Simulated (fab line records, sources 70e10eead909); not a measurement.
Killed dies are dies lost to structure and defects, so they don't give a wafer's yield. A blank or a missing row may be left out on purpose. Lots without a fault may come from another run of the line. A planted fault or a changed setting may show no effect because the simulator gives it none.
Problem report in the 8D (eight disciplines) form, filled by code | flow nand_harc | the parts of the form that need people (team, actions taken, sign-off) are left out

1. THE PROBLEM
thk_nm at NHARC_A_ONON_D2_THK_MEAS_02 reads a mean of 1582 nm on 3 wafers of 2 lots; wafers without a fault read 1003 nm with a standard deviation of 11. That is +53 standard deviations from the usual mean.
The step: measures by ellipsometry.
First seen on wafer L754.2, day 15 12:43, on film_metro-01. The record holds 38 wafers of 13 lots with a number at this step. Rule for "out", or "out of limits": more than 4 standard deviations from the usual mean. The other wafers with a number count as sound.

2. WHAT IT IS AND WHAT IT IS NOT
question                    | is                           | is not
which readings at this step | thk_nm                       | -
which lots                  | L754, L755                   | L747, L748, L750, L751, L752, L764, L765, L766, L767, L768, L769
which wafers of those lots  | L754.2, L754.5, L755.2       | L755.4, L755.6
read on which gauges        | film_metro-01, film_metro-02 | -
when                        | from day 15 12:43            | up to then (15 sound wafers); but 20 sound wafers of L755, L764, L765, L766, L767, L768, L769 came after

3. SUSPECTS, AND WHAT RULES EACH OUT
Counting: a tool at a process step up to the reading stays a suspect if it ran every lot that is out. Sound lots after the first of them don't rule it out here, since some wafers of a struck lot are sound.
- the gauge at NHARC_A_ONON_D2_THK_MEAS_02: ruled out. The wafers that are out were read on 2 gauges (film_metro-01, film_metro-02).
- pecvd_onon-02 at NHARC_A_ONON_D2_DEP_00 (target thk 1000 nm): kept. It ran every lot that is out, first L754 (day 15 12:16); its last sound lot up to then is L752 (day 14 15:36).
Left after counting: pecvd_onon-02 at NHARC_A_ONON_D2_DEP_00.

4. THE CAUSE (what the simulator had put in)
Process parameter drift: pecvd_onon-02, from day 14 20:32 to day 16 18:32, at NHARC_A_ONON_D2_DEP_00. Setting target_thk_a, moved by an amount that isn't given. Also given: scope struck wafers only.
Counting left only this tool.

5. THE CHAIN OF EFFECTS, in route order
Each row: a reading whose mean over the struck wafers that have a number lies more than 3 standard deviations from the usual. Only readings for which the record gives a usual standard deviation are gone through. hours: the time from each lot's start at the first step in this table that gives one to its start at this step, as a median over the lots. sigmas: the change in usual standard deviations.
hours | step                        | reading         | usual   | on struck wafers | change | sigmas
0     | NHARC_A_ONON_D2_THK_MEAS_02 | thk_nm          | 1003 nm | 1582             | +579   | +53
298   | NHARC_END_SORT_01           | killed_at_array | 54      | 674              | +620   | +36
298   | NHARC_END_SORT_01           | killed_dies     | 58      | 677              | +619   | +39

6. WHAT WOULD HAVE CAUGHT IT SOONER
In this record the first reading out of limits at a measuring or inspecting step was taken at day 15 12:43, 16 hours after the fault began at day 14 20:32.
Of the tool readings at NHARC_A_ONON_D2_DEP_00 for which the record gives a usual standard deviation, none was out on any struck wafer, so an alarm limit of 4 standard deviations on them would not have fired.
Of the lots that are out (2), L755 began NHARC_A_ONON_D2_DEP_00 on pecvd_onon-02 after day 15 12:43. A hold on the tool at that time would have spared it.
